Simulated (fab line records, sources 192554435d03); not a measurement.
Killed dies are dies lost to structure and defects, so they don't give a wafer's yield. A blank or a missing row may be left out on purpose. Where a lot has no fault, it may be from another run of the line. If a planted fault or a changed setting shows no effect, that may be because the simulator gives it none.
Chamber matching -- flow n5Finfet -- N5_BEOL_M4_ALD_84 on aldMetal-04 has 4 sister chambers
The step deposits TaN, pulse time 2 s, purge time 3 s, co reactant purge time 2 s. 24 wafers are shown with their chamber, then 12 later ones without.

## WAFERS WITH THEIR CHAMBER
wafer,chamber,heaterPowerW (W)
L079.1,0,398
L079.4,1,445
L079.6,2,405
L081.3,0,391
L081.5,2,384
L081.6,3,514
L083.1,2,388
L083.4,0,392
L083.6,0,393
L084.1,2,390
L084.4,3,521
L084.6,3,516
L087.1,2,399
L087.3,1,444
L087.5,1,451
L086.2,0,388
L086.3,2,394
L086.4,1,431
L090.1,3,522
L090.3,0,395
L090.6,1,443
L091.1,0,391
L091.2,1,434
L091.4,2,402

SIGNATURES (means of the wafers above)
reading,chamber 0,chamber 1,chamber 2,chamber 3,scatter within a chamber
heaterPowerW,392.57,441.33,394.57,518.25,6.1
Rule: distance of a wafer from a chamber = root of the sum over the readings of ((wafer's reading minus chamber's mean) / reading's scatter) squared. The wafer belongs to the nearest chamber; if the next one is less than 2 further off, it can't be placed. The scatter is the square root of a quotient: the sum, over the shown wafers, of each reading's squared deviation from its chamber's mean, divided by wafers minus chambers.

## WAFERS WITHOUT THEIR CHAMBER
wafer,heaterPowerW (W)
L094.3,392
L094.4,524
L094.6,434
L096.3,522
L096.5,524
L096.6,397
L095.2,434
L095.5,452
L095.6,391
L097.2,393
L097.3,447
L097.5,381

## WHICH CHAMBER EACH ONE RAN IN
wafer,from the rows above,in truth
L094.3,can't be placed: 0 or 2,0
L094.4,3,3
L094.6,1,1
L096.3,3,3
L096.5,3,3
L096.6,can't be placed: 2 or 0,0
L095.2,1,1
L095.5,1,1
L095.6,can't be placed: 0 or 2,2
L097.2,can't be placed: 0 or 2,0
L097.3,1,1
L097.5,can't be placed: 0 or 2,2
Correct placement for 7 of the 12. Can't be placed from these rows: 5 (the true chamber is among the candidates in 5). Number placed wrongly: 0.
